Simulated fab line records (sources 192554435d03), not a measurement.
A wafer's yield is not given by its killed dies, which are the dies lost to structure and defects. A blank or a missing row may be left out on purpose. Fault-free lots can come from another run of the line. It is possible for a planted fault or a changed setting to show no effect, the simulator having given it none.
fab line records	flow n5Finfet
[record] lots = 7	wafers = 21
route steps=1938 shown WELL_APT@39 FIN_SAQP@96 SD_EPI_N@268
startH: hours from the record's first day to the start of the lot's first wafer shown	waitH: hours since the lot's step before	" unchanged from the row above	L1.1+2: a row that stands for several wafers	- value missing, or start not given	* or withheld: withheld	< > ~ a bound
route shown NAME@n: a module of which the file shows steps, and the number in the route of the first	usual: the fault-free wafers' mean and standard deviation	same: alike in all rows	chamber/n: place in a boat	sites: readings site by site	_std_site: standard deviation across them	_edge_site: inner sites' mean taken away from outer sites' mean	radiusMm: how far each site lies from the wafer's centre	mask NAME#n: copy n	behind: the most recent tool/chamber to have shaped the wafer	hold: why the lot was held/for how many hours/how that ended	device: transistor that didn't switch, given as n, p or np	end of line: the tests these same wafers got at the end of their route	step lacking rows: just its recipe	killed: count of dies lost to structure and defects at first sort (not the wafer's yield)	map: the dies of a wafer, with x for killed, . for not killed, _ for no die there
set.NAME: setting as actually run; set.NAME@STEP: the setting as run at that earlier step	model.NAME: the simulator's own value behind a step, which no gauge read
lots run with intentionally changed settings; tables by step, rows by wafer
[[steps]]
[step N5_WELL_APT_EXPOSE_22]
[recipe] maskId = PWELL	na = 0.8	sourceShape = conventional	sigmaOuter = 0.8	polarization = unpolarized	defocusNm = 0	targetCdNm = 200	doseMj = 23.2
lot.wafer	tool	chamber	startH	waitH	mask	set.doseMj
L074.3+6	krfScanner-01	0	14.69	-	PWELL#0	23.2
L074.4	"	0	"	"	PWELL#0	21.84
L075.1+3	krfScanner-02	0	20.76	-	PWELL#0	23.2
L075.4	"	0	"	"	PWELL#0	22.31
L077.1+3	krfScanner-01	0	33.12	-	PWELL#0	24.24
L077.6	"	0	"	"	PWELL#0	23.2
L085.2+3+4	krfScanner-02	0	80.69	-	PWELL#0	23.2
L086.2+5	krfScanner-02	0	87.31	-	PWELL#0	24.15
L086.3	"	0	"	"	PWELL#0	23.2
L089.1+4+6	krfScanner-01	0	105.47	-	PWELL#0	21.84
L093.1+5	krfScanner-02	0	129.41	-	PWELL#0	23.2
L093.6	"	0	"	"	PWELL#0	23.92
[step N5_WELL_APT_DEVELOP_24]
[recipe] developTimeS = 45	rinseLiquid = surfactantRinse	dry = airSpin	devTempC = 21
lot.wafer	tool	chamber	startH	waitH	set.developTimeS
L074.3	lithoTrack-04	0	-	-	40.08
L074.4+6	"	0	"	"	45
L075.1	lithoTrack-03	0	-	-	49.85
L075.3+4	"	0	"	"	45
L077.1+3+6	lithoTrack-03	0	-	-	45
L085.2+3+4	lithoTrack-02	0	-	-	45
L086.2+3+5	lithoTrack-02	0	-	-	45
L089.1+4	lithoTrack-04	0	-	-	36.73
L089.6	"	0	"	"	45
L093.1	lithoTrack-04	0	-	-	45
L093.5+6	"	0	"	"	40.65
[step N5_WELL_APT_HARDBAKE_29]
[recipe] tempC = 130	timeS = 120
[step N5_WELL_APT_CD_MEAS_25]
[recipe] targetCdNm = 200	landingEnergyEv = 500	detector = seInlens
[usual] cdNm = 200.1/2.2
lot.wafer	tool	chamber	startH	waitH	set.doseMj@WELL_APT_EXPOSE_22	cdNm
L074.3	cdSem-03	0	14.86	-	23.2	197.3
L074.4	"	0	"	"	21.84	187.8
L074.6	"	0	"	"	23.2	200.2
L075.1	cdSem-02	0	20.93	-	23.2	201.8
L075.3	"	0	"	"	23.2	200.7
L075.4	"	0	"	"	22.31	195.0
L077.1	cdSem-01	0	33.29	-	24.24	208.9
L077.3	"	0	"	"	24.24	209.7
L077.6	"	0	"	"	23.2	201.1
L085.2	cdSem-01	0	80.86	-	23.2	196.8
L085.3	"	0	"	"	23.2	199.0
L085.4	"	0	"	"	23.2	197.6
L086.2	cdSem-02	0	87.48	-	24.15	207.4
L086.3	"	0	"	"	23.2	199.0
L086.5	"	0	"	"	24.15	208.5
L089.1	cdSem-01	0	105.64	-	21.84	184.3
L089.4	"	0	"	"	21.84	186.4
L089.6	"	0	"	"	21.84	189.3
L093.1	cdSem-03	0	129.58	-	23.2	200.0
L093.5	"	0	"	"	23.2	199.3
L093.6	"	0	"	"	23.92	202.8
[step N5_WELL_APT_DESCUM_30]
[recipe] chemistry = O2	timeS = 7.9	sourcePowerW = 50	biasPowerW = 20	pressureMtorr = 20	rfFrequencyHz = 2.712e+07	tempC = 40	o2FlowSccm = 225
lot.wafer	tool	chamber	startH	waitH	set.doseMj@WELL_APT_EXPOSE_22	model.WELL_APT.cdNm
L074.3	rieDiel-03	0	15.16	0.3	23.2	197.7
L074.4	"	3	"	"	21.84	187.9
L074.6	"	2	"	"	23.2	200
L075.1	rieDiel-05	3	21.02	0.0	23.2	201.7
L075.3	"	2	"	"	23.2	201
L075.4	"	0	"	"	22.31	194.9
L077.1	rieDiel-05	2	33.38	0.0	24.24	208.7
L077.3	"	3	"	"	24.24	210.1
L077.6	"	2	"	"	23.2	200.6
L085.2	rieDiel-05	2	80.95	0.0	23.2	196.7
L085.3	"	3	"	"	23.2	199
L085.4	"	0	"	"	23.2	198
L086.2	rieDiel-01	2	87.82	0.3	24.15	207.6
L086.3	"	3	"	"	23.2	198.9
L086.5	"	1	"	"	24.15	208.5
L089.1	rieDiel-01	0	105.96	0.3	21.84	184
L089.4	"	3	"	"	21.84	186.2
L089.6	"	0	"	"	21.84	189.2
L093.1	rieDiel-03	1	129.92	0.3	23.2	199.8
L093.5	"	0	"	"	23.2	199.6
L093.6	"	1	"	"	23.92	202.7
[step N5_FIN_SAQP_HM_DEP_03]
[recipe] material = SiNx	targetThkA = 380	tempC = 400	precursor = SiH4/NH3/N2	pressureTorr = 1.5	rfW = 300	timeS = 33.6
lot.wafer	tool	chamber	startH	waitH	set.timeS	model.SiNx_of_FIN_SAQP_HM_DEP_03.thkNm
L074.3	pecvd-03	1	20.62	0.1	33.6	37.84
L074.4	"	1	"	"	33.6	38.18
L074.6	"	2	"	"	33.6	38.34
L075.1	pecvd-03	0	26.52	0.2	29	32.32
L075.3	"	1	"	"	29	32.38
L075.4	"	2	"	"	33.6	38.14
L077.1	pecvd-04	2	39.27	0.2	33.6	37.62
L077.3	"	0	"	"	38.47	43.25
L077.6	"	1	"	"	33.6	38.03
L085.2	pecvd-03	1	86.47	0.2	33.6	37.97
L085.3	"	0	"	"	33.6	37.16
L085.4	"	0	"	"	33.6	38.22
L086.2	pecvd-03	2	95.82	0.2	33.6	37.39
L086.3	"	1	"	"	28.92	32.04
L086.5	"	0	"	"	33.6	38.23
L089.1	pecvd-03	0	112.89	0.2	38.03	42.59
L089.4	"	2	"	"	38.03	43.17
L089.6	"	2	"	"	33.6	38.19
L093.1	pecvd-03	0	136.71	0.2	33.6	37.66
L093.5	"	0	"	"	33.6	38.56
L093.6	"	1	"	"	31.8	36.79
[step N5_FIN_SAQP_THK_MEAS_05]
[usual] thkNm = 38.0/0.44
lot.wafer	tool	chamber	startH	waitH	set.timeS@FIN_SAQP_HM_DEP_03	thkNm
L074.3	filmMetro-02	-	20.71	0.1	33.6	37.8
L074.4	"	-	"	"	33.6	38.2
L074.6	"	-	"	"	33.6	38.3
L075.1	filmMetro-02	-	26.61	0.1	29	32.2
L075.3	"	-	"	"	29	32.4
L075.4	"	-	"	"	33.6	38.2
L077.1	filmMetro-01	-	39.36	0.1	33.6	37.6
L077.3	"	-	"	"	38.47	43.3
L077.6	"	-	"	"	33.6	38.1
L085.2	filmMetro-01	-	86.56	0.1	33.6	38.0
L085.3	"	-	"	"	33.6	37.2
L085.4	"	-	"	"	33.6	38.3
L086.2	filmMetro-02	-	95.90	0.1	33.6	37.3
L086.3	"	-	"	"	28.92	32.1
L086.5	"	-	"	"	33.6	38.3
L089.1	filmMetro-01	-	113.00	0.1	38.03	42.7
L089.4	"	-	"	"	38.03	43.2
L089.6	"	-	"	"	33.6	38.2
L093.1	filmMetro-01	-	136.80	0.1	33.6	37.7
L093.5	"	-	"	"	33.6	38.6
L093.6	"	-	"	"	31.8	36.8
[step N5_FIN_SAQP_PECVD_47]
[recipe] material = a-Si	targetThkA = 450	tempC = 400	precursor = SiH4/He	pressureTorr = 3	rfW = 100	timeS = 36.3
lot.wafer	tool	chamber	startH	waitH	set.timeS	model.a-Si_of_FIN_SAQP_PECVD_47.thkNm
L074.3	pecvd-02	0	20.74	0.0	31.1	38.08
L074.4	"	2	"	"	31.1	37.86
L074.6	"	1	"	"	31.1	38.72
L075.1	pecvd-03	1	26.65	0.0	32.25	39.16
L075.3	"	2	"	"	36.3	45.53
L075.4	"	1	"	"	32.25	40.54
L077.1	pecvd-02	0	39.40	0.0	41.19	51.54
L077.3	"	2	"	"	36.3	45.06
L077.6	"	2	"	"	36.3	45.74
L085.2	pecvd-02	0	86.60	0.0	36.3	45.06
L085.3	"	1	"	"	36.3	45.01
L085.4	"	2	"	"	36.3	45.13
L086.2	pecvd-03	1	95.94	0.0	38.91	47.61
L086.3	"	2	"	"	36.3	44.93
L086.5	"	1	"	"	36.3	44.61
L089.1	pecvd-03	2	113.04	0.0	36.3	44.96
L089.4	"	2	"	"	31.72	40.33
L089.6	"	0	"	"	36.3	45.44
L093.1	pecvd-04	0	136.83	0.0	36.3	44.23
L093.5	"	0	"	"	36.3	44.9
L093.6	"	2	"	"	38.79	48.66
[step N5_FIN_SAQP_PECVD_48]
[recipe] material = SiNx	targetThkA = 250	tempC = 400	precursor = SiH4/NH3/N2	pressureTorr = 1.5	rfW = 300	timeS = 22.1
[step N5_FIN_SAQP_PECVD_06]
[recipe] material = a-Si	targetThkA = 600	tempC = 400	precursor = SiH4/He	pressureTorr = 3	rfW = 100	timeS = 48.1
[step N5_FIN_SAQP_ETCH_57]
[recipe] chemistry = CH3F/O2	target = SiNx	maskMaterial = SiO2	targetDepthA = 325	timeS = 46.4	pressureMtorr = 30	sourceW = 395	biasW = 73	Ar_flow_sccm = 150	CH3F_flow_sccm = 30	O2_flow_sccm = 20	ionEnergyEv = 120	ends = cleared
[step N5_FIN_SAQP_ETCH_65]
[recipe] chemistry = CF4	target = SiO2	targetDepthA = 40	ionEnergyEv = 350	timeS = 4.4	pressureMtorr = 10	icpW = 800	biasW = 400	cf4FlowSccm = 80
[step N5_FIN_SAQP_MANDREL_ETCH_58]
[recipe] chemistry = HBr/Cl2	target = a-Si	targetDepthA = 450	btTimeS = 10	stopOn = SiNx	maskMaterial = SiO2	overEtchFrac = 0.8	timeS = 27	pressureMtorr = 10	icpW = 800	biasW = 75	HBr_flow_sccm = 150	Cl2_flow_sccm = 80	ends = endPoint
[usual] oesProductAu = 0.699/0.0094
lot.wafer	tool	chamber	startH	waitH	set.timeS@FIN_SAQP_PECVD_47	oesProductAu	model.etch.depthNm
L074.3	rieSi-01	1	23.59	0.0	31.1	0.630	38.08
L074.4	"	0	"	"	31.1	0.648	37.86
L074.6	"	1	"	"	31.1	0.639	38.72
L075.1	rieSi-03	3	29.56	0.0	32.25	0.648	39.16
L075.3	"	1	"	"	36.3	0.691	45.53
L075.4	"	0	"	"	32.25	0.658	40.54
L077.1	rieSi-01	0	43.20	0.0	41.19	0.759	51.54
L077.3	"	2	"	"	36.3	0.685	45.06
L077.6	"	3	"	"	36.3	0.700	45.74
L085.2	rieSi-01	2	90.28	0.0	36.3	0.678	45.06
L085.3	"	0	"	"	36.3	0.707	45.01
L085.4	"	3	"	"	36.3	0.701	45.13
L086.2	rieSi-05	1	99.77	0.0	38.91	0.724	47.61
L086.3	"	3	"	"	36.3	0.698	44.93
L086.5	"	0	"	"	36.3	0.693	44.61
L089.1	rieSi-03	0	117.29	0.0	36.3	0.692	44.96
L089.4	"	3	"	"	31.72	0.656	40.33
L089.6	"	1	"	"	36.3	0.700	45.44
L093.1	rieSi-01	0	140.02	0.0	36.3	0.687	44.23
L093.5	"	2	"	"	36.3	0.688	44.9
L093.6	"	1	"	"	38.79	0.722	48.66
[step N5_FIN_SAQP_RECESS_63]
[recipe] chemistry = HF/NH3	target = SiO2	targetDepthA = 180	afsCycles = 3	tempC = 30	sublimationTempC = 180	sublimationTimeS = 60
[step N5_FIN_SAQP_COAT_68]
[recipe] resist = SOC	tempC = 250	timeS = 60	spinRpm = 1500	resistThkNm = 100
[step N5_FIN_SAQP_MANDREL2_REMOVE_60]
[recipe] chemistry = HBr/Cl2/O2	btTimeS = 10	target = a-Si	stopOn = SiNx	endpoint = OES-SiCl	overEtchFrac = 1	icpW = 600	biasW = 22	HBr_flow_sccm = 150	Cl2_flow_sccm = 80	O2_flow_sccm = 5	pressureMtorr = 10
[step N5_FIN_SAQP_HM_OPEN_33]
[recipe] chemistry = CH3F/O2	target = SiNx	maskMaterial = SiO2	targetDepthA = 494	timeS = 70.6	pressureMtorr = 30	sourceW = 395	biasW = 73	Ar_flow_sccm = 150	CH3F_flow_sccm = 30	O2_flow_sccm = 20	ionEnergyEv = 120	ends = cleared
[usual] etchRfOnTimeS = 69.3/1.4
lot.wafer	tool	chamber	startH	waitH	set.timeS@FIN_SAQP_HM_DEP_03	etchRfOnTimeS	model.etch.depthNm
L074.3	rieDiel-03	3	25.84	0.0	33.6	69.0	37.14
L074.4	"	3	"	"	33.6	69.4	37.55
L074.6	"	0	"	"	33.6	70.0	37.63
L075.1	rieDiel-01	0	31.13	0.0	29	60.0	31.62
L075.3	"	0	"	"	29	60.6	31.76
L075.4	"	2	"	"	33.6	71.2	37.51
L077.1	rieDiel-01	2	44.65	0.0	33.6	68.5	36.99
L077.3	"	1	"	"	38.47	76.8	42.62
L077.6	"	1	"	"	33.6	67.2	37.4
L085.2	rieDiel-01	1	91.75	0.0	33.6	66.8	37.35
L085.3	"	0	"	"	33.6	69.4	36.53
L085.4	"	2	"	"	33.6	70.3	37.6
L086.2	rieDiel-03	0	102.25	0.2	33.6	68.5	36.76
L086.3	"	2	"	"	28.92	56.7	31.41
L086.5	"	1	"	"	33.6	71.3	37.6
L089.1	rieDiel-01	1	118.93	0.3	38.03	75.2	41.97
L089.4	"	2	"	"	38.03	79.0	42.47
L089.6	"	0	"	"	33.6	70.9	37.56
L093.1	rieDiel-03	1	141.66	0.0	33.6	70.2	37.03
L093.5	"	0	"	"	33.6	71.7	37.93
L093.6	"	3	"	"	31.8	67.7	36.08
[step N5_FIN_SAQP_ETCH_34]
[recipe] chemistry = C4F6/O2	target = SiO2	targetDepthA = 450	timeS = 15	ionEnergyEv = 250	pressureMtorr = 30	sourceW = 345	biasW = 185	Ar_flow_sccm = 300	C4F6_flow_sccm = 10	O2_flow_sccm = 10	ends = cleared
lot.wafer	tool	chamber	startH	waitH	set.timeS@FIN_SAQP_HM_DEP_03	model.SiNx_of_FIN_SAQP_HM_DEP_03.thkNm
L074.3	rieDiel-03	3	25.91	0.0	33.6	34.2
L074.4	"	3	"	"	33.6	34.6
L074.6	"	0	"	"	33.6	34.8
L075.1+3	rieDiel-01	0	31.24	0.1	29	28.8
L075.4	"	2	"	"	33.6	34.6
L077.1	rieDiel-01	2	44.72	0.0	33.6	34.2
L077.3	"	1	"	"	38.47	39.8
L077.6	"	1	"	"	33.6	34.6
L085.2	rieDiel-01	1	91.82	0.0	33.6	34.4
L085.3	"	0	"	"	33.6	33.6
L085.4	"	2	"	"	33.6	34.8
L086.2	rieDiel-03	0	102.32	0.0	33.6	33.8
L086.3	"	2	"	"	28.92	28.6
L086.5	"	1	"	"	33.6	34.6
L089.1	rieDiel-01	1	119.00	0.0	38.03	39
L089.4	"	2	"	"	38.03	39.6
L089.6	"	0	"	"	33.6	34.6
L093.1	rieDiel-03	1	141.73	0.0	33.6	34
L093.5	"	0	"	"	33.6	35
L093.6	"	3	"	"	31.8	33.2
[step N5_FIN_SAQP_STRIP_77]
[recipe] chemistry = N2/H2	timeS = 90	powerW = 100	tempC = 40	pressureMtorr = 100	rfFrequencyHz = 6e+07	biasPowerW = 3	n2FlowSccm = 300	h2FlowSccm = 300
[step N5_FIN_SAQP_PRECLEAN_38]
[recipe] chemistry = O3/DIW	timeS = 45	tempC = 22	o3Ppm = 10
[step N5_FIN_SAQP_PRECLEAN_45]
[recipe] chemistry = dHF	timeS = 10	dilution = 500:1	tempC = 25
lot.wafer	tool	chamber	startH	waitH	set.timeS@FIN_SAQP_HM_DEP_03	model.SiNx_of_FIN_SAQP_HM_DEP_03.thkNm
L074.3	wetBench-01	7	26.30	0.0	33.6	20.8
L074.4+6	"	5,2	"	"	33.6	21.4
L075.1	wetBench-03	6	31.69	0.0	29	15
L075.3	"	4	"	"	29	15.4
L075.4	"	5	"	"	33.6	21.4
L077.1	wetBench-03	0	45.12	0.0	33.6	20.4
L077.3	"	6	"	"	38.47	26.4
L077.6	"	7	"	"	33.6	21.2
L085.2	wetBench-03	4	92.21	0.0	33.6	20.8
L085.3	"	3	"	"	33.6	20
L085.4	"	5	"	"	33.6	21.2
L086.2	wetBench-03	6	102.72	0.0	33.6	20.4
L086.3	"	2	"	"	28.92	14.8
L086.5	"	1	"	"	33.6	21.4
L089.1	wetBench-03	6	119.39	0.0	38.03	25.6
L089.4	"	0	"	"	38.03	26
L089.6	"	1	"	"	33.6	21.4
L093.1	wetBench-03	2	142.13	0.0	33.6	20.4
L093.5	"	1	"	"	33.6	21.4
L093.6	"	0	"	"	31.8	19.6
[step N5_SD_EPI_N_PEB_07]
[recipe] pebTempC = 110	pebTimeS = 60	resist = CAR-ArF-block
lot.wafer	tool	chamber	startH	waitH	set.pebTempC
L074.3+4+6	lithoTrack-04	0	60.62	0.0	110
L075.1	lithoTrack-04	0	64.83	0.1	110
L075.3+4	"	0	"	"	111.6
L077.1+3	lithoTrack-03	0	76.26	0.1	107.6
L077.6	"	0	"	"	110
L085.2+3+4	lithoTrack-04	0	116.12	0.0	110
L086.2+3	lithoTrack-03	0	125.79	0.0	110
L086.5	"	0	"	"	108.4
L089.1+4+6	lithoTrack-02	0	144.93	0.1	110
L093.1	lithoTrack-04	0	167.34	0.1	112.3
L093.5+6	"	0	"	"	110
[step N5_SD_EPI_N_DEVELOP_08]
[recipe] developTimeS = 30	developer = TMAH	resist = CAR-ArF-block	devTempC = 23	rinseLiquid = diw	dry = airSpin
[step N5_SD_EPI_N_CD_MEAS_09]
[recipe] targetCdNm = 120	landingEnergyEv = 500	detector = seInlens
[usual] cdNm = 120.1/0.65
lot.wafer	tool	chamber	startH	waitH	set.pebTempC@SD_EPI_N_PEB_07	cdNm
L074.3	cdSem-02	0	60.69	-	110	119.8
L074.4	"	0	"	"	110	120.3
L074.6	"	0	"	"	110	119.8
L075.1	cdSem-01	0	64.89	-	110	120.7
L075.3	"	0	"	"	111.6	124.6
L075.4	"	0	"	"	111.6	124.6
L077.1	cdSem-01	0	76.33	-	107.6	113.8
L077.3	"	0	"	"	107.6	113.8
L077.6	"	0	"	"	110	120.4
L085.2	cdSem-03	0	116.19	-	110	121.0
L085.3	"	0	"	"	110	119.7
L085.4	"	0	"	"	110	119.7
L086.2	cdSem-01	0	125.86	-	110	120.0
L086.3	"	0	"	"	110	119.9
L086.5	"	0	"	"	108.4	115.7
L089.1	cdSem-01	0	144.99	-	110	120.7
L089.4	"	0	"	"	110	121.1
L089.6	"	0	"	"	110	120.1
L093.1	cdSem-02	0	167.41	-	112.3	125.0
L093.5	"	0	"	"	110	119.6
L093.6	"	0	"	"	110	118.5
[step N5_SD_EPI_N_DESCUM_14]
[recipe] chemistry = O2	timeS = 7.9	sourcePowerW = 50	biasPowerW = 20	pressureMtorr = 20	rfFrequencyHz = 2.712e+07	tempC = 40	resist = CAR-ArF-block	o2FlowSccm = 225
lot.wafer	tool	chamber	startH	waitH	set.pebTempC@SD_EPI_N_PEB_07	model.SD_EPI_N.cdNm
L074.3+6	rieDiel-05	3	60.77	0.0	110	120
L074.4	"	1	"	"	110	120.6
L075.1	rieDiel-01	0	64.98	0.0	110	121.2
L075.3	"	3	"	"	111.6	124.4
L075.4	"	1	"	"	111.6	124.8
L077.1	rieDiel-05	3	76.41	0.0	107.6	114.2
L077.3	"	0	"	"	107.6	114
L077.6	"	0	"	"	110	120.6
L085.2	rieDiel-01	3	116.28	0.0	110	121.2
L085.3	"	1	"	"	110	119.6
L085.4	"	2	"	"	110	119.4
L086.2	rieDiel-05	0	125.95	0.0	110	120.2
L086.3	"	3	"	"	110	119.8
L086.5	"	0	"	"	108.4	115.8
L089.1+4	rieDiel-01	1,2	145.08	0.0	110	120.8
L089.6	"	2	"	"	110	119.6
L093.1	rieDiel-03	3	167.49	0.0	112.3	125.2
L093.5	"	0	"	"	110	119.4
L093.6	"	1	"	"	110	118.6
[step N5_SD_EPI_N_ETCH_34]
[recipe] chemistry = CF4	target = SiARC	targetDepthA = 455	maskMaterial = CAR-ArF-block	timeS = 75.8	ionEnergyEv = 80	pressureMtorr = 40	sourceW = 545	biasW = 36	Ar_flow_sccm = 100	cf4FlowSccm = 100	ends = cleared
[step N5_SD_EPI_N_ETCH_35]
[recipe] chemistry = N2/H2	target = SOC	overetchA = 1080	maskMaterial = SiARC	tempC = 40	ionEnergyEv = 100	sourceW = 3000	biasW = 133	pressureMtorr = 20	timeS = 486	n2FlowSccm = 200	h2FlowSccm = 200
lot.wafer	tool	chamber	startH	waitH	set.pebTempC@SD_EPI_N_PEB_07	model.SD_EPI_N.cdNm
L074.3+4	rieDiel-05	3,1	60.87	0.0	110	118.8
L074.6	"	3	"	"	110	119.6
L075.1	rieDiel-01	0	65.07	0.0	110	121.6
L075.3	"	3	"	"	111.6	124
L075.4	"	1	"	"	111.6	125.8
L077.1	rieDiel-05	3	76.50	0.0	107.6	113.6
L077.3	"	0	"	"	107.6	112.6
L077.6	"	0	"	"	110	119.6
L085.2	rieDiel-01	3	116.37	0.0	110	120.6
L085.3	"	1	"	"	110	121.4
L085.4	"	2	"	"	110	118.4
L086.2	rieDiel-05	0	126.04	0.0	110	119.6
L086.3	"	3	"	"	110	120
L086.5	"	0	"	"	108.4	114.8
L089.1	rieDiel-01	1	145.17	0.0	110	121.8
L089.4	"	2	"	"	110	119.2
L089.6	"	2	"	"	110	119.4
L093.1	rieDiel-03	3	167.59	0.0	112.3	124.2
L093.5	"	0	"	"	110	121
L093.6	"	1	"	"	110	119.2
[step N5_SD_EPI_N_STRIP_36]
[recipe] chemistry = N2/H2	tempC = 40	n2FlowSccm = 200	h2FlowSccm = 200	rfFrequencyHz = 6e+07
[step N5_SD_EPI_N_ETCHBACK_44]
[recipe] chemistry = CH3F/O2	mode = anisotropicEtchback	target = SiNx	targetDepthA = 145	stopOn = SiO2	overEtchFrac = 0.3	ionEnergyEv = 120	pressureMtorr = 30	sourceW = 395	biasW = 73	Ar_flow_sccm = 150	CH3F_flow_sccm = 30	O2_flow_sccm = 20
lot.wafer	tool	chamber	startH	waitH	set.pebTempC@SD_EPI_N_PEB_07	model.SD_EPI_N.cdNm
L074.3+4	rieDiel-05	3,1	61.19	0.0	110	118.8
L074.6	"	3	"	"	110	119.6
L075.1	rieDiel-01	0	65.40	0.0	110	121.4
L075.3	"	3	"	"	111.6	124
L075.4	"	1	"	"	111.6	125.8
L077.1	rieDiel-05	3	76.83	0.0	107.6	113.6
L077.3	"	0	"	"	107.6	112.6
L077.6	"	0	"	"	110	119.8
L085.2	rieDiel-01	3	116.69	0.0	110	120.6
L085.3	"	1	"	"	110	121.4
L085.4	"	2	"	"	110	118.6
L086.2	rieDiel-05	0	126.36	0.0	110	119.8
L086.3	"	3	"	"	110	120
L086.5	"	0	"	"	108.4	114.8
L089.1	rieDiel-01	1	145.50	0.0	110	121.8
L089.4	"	2	"	"	110	119.2
L089.6	"	2	"	"	110	119.4
L093.1	rieDiel-03	3	167.91	0.0	112.3	124.2
L093.5	"	0	"	"	110	121
L093.6	"	1	"	"	110	119.4
[[key]]
[split] step = N5_WELL_APT_EXPOSE_22	setting = doseMj	stated = 23.2	by = wafer
[response] step = N5_WELL_APT_CD_MEAS_25	reading = cdNm	change = +1.79	per = 1%	r = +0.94
[response] step = N5_WELL_APT_DESCUM_30	reading = model.WELL_APT.cdNm	change = +1.83	per = 1%	r = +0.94
[split] step = N5_WELL_APT_DEVELOP_24	setting = developTimeS	stated = 45	by = wafer
response none clear
[split] step = N5_FIN_SAQP_HM_DEP_03	setting = timeS	stated = 33.6	by = wafer
[response] step = N5_FIN_SAQP_HM_DEP_03	reading = model.SiNx_of_FIN_SAQP_HM_DEP_03.thkNm	change = +0.387	per = 1%	r = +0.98
[response] step = N5_FIN_SAQP_THK_MEAS_05	reading = thkNm	change = *	per = 1%	r = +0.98
[response] step = N5_FIN_SAQP_HM_OPEN_33	reading = etchRfOnTimeS	change = *	per = 1%	r = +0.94
[response] step = N5_FIN_SAQP_HM_OPEN_33	reading = model.etch.depthNm	change = +0.388	per = 1%	r = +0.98
[response] step = N5_FIN_SAQP_ETCH_34	reading = model.SiNx_of_FIN_SAQP_HM_DEP_03.thkNm	change = +0.384	per = 1%	r = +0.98
[response] step = N5_FIN_SAQP_PRECLEAN_45	reading = model.SiNx_of_FIN_SAQP_HM_DEP_03.thkNm	change = +0.398	per = 1%	r = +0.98
[split] step = N5_FIN_SAQP_PECVD_47	setting = timeS	stated = 36.3	by = wafer
[response] step = N5_FIN_SAQP_PECVD_47	reading = model.a-Si_of_FIN_SAQP_PECVD_47.thkNm	change = +0.454	per = 1%	r = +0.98
[response] step = N5_FIN_SAQP_MANDREL_ETCH_58	reading = oesProductAu	change = +0.00404	per = 1%	r = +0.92
[response] step = N5_FIN_SAQP_MANDREL_ETCH_58	reading = model.etch.depthNm	change = +0.454	per = 1%	r = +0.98
[split] step = N5_SD_EPI_N_PEB_07	setting = pebTempC	stated = 110	by = wafer
[response] step = N5_SD_EPI_N_CD_MEAS_09	reading = cdNm	change = +2.88	per = 1%	r = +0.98
[response] step = N5_SD_EPI_N_DESCUM_14	reading = model.SD_EPI_N.cdNm	change = +2.86	per = 1%	r = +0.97
[response] step = N5_SD_EPI_N_ETCH_35	reading = model.SD_EPI_N.cdNm	change = +2.61	per = 1%	r = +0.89
[response] step = N5_SD_EPI_N_ETCHBACK_44	reading = model.SD_EPI_N.cdNm	change = +2.66	per = 1%	r = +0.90
